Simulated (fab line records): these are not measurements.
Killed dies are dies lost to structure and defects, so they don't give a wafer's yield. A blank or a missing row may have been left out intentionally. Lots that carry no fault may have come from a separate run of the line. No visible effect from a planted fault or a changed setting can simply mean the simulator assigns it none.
Chamber matching	flow n5 finfet	N5_DUMMY_REMOVAL_STRIP_10 on rie diel-01: 4 sister chambers
The step strips in N2/H2, time 40 s. 4 wafers are shown with their chamber, then 10 later ones without.

== WAFERS PAIRED WITH THEIR CHAMBERS ==
wafer	chamber	drypump motor current A (A)
L080.5	2	4.9
L084.6	3	5.6
L085.5	1	5.7
L088.5	0	5.8

== WAFERS WITH NO CHAMBER GIVEN ==
wafer	drypump motor current A (A)
L088.6	5.5
L092.2	4.9
L092.4	5.6
L092.5	5.8
L093.1	4.9
L093.5	5.7
L093.6	5.8
L096.1	5.7
L096.3	5.8
L096.6	5.5

== WHICH CHAMBER EACH WENT THROUGH ==
wafer	from the rows above	in truth
L088.6	3	3
L092.2	2	2
L092.4	3	3
L092.5	0	0
L093.1	2	2
L093.5	1	1
L093.6	0	0
L096.1	1	1
L096.3	0	0
L096.6	3	3
Correctly placed: 10 of 10. From these rows, 0 cannot be placed. 0 placed wrongly.
How it was worked out, from the rows above alone: a wafer's distance from a chamber is the root of the sum, over the readings, of the square of ((its reading less the chamber's mean) divided by the reading's scatter). If the next closest chamber is less than 2 further off than the closest, the wafer can't be placed; otherwise it belongs to the closest. The mean given for a chamber averages the wafers shown for that chamber. The scatter: with one shown wafer a chamber, the root of the mean of the squares of how far each hidden wafer lies from its nearest shown one.
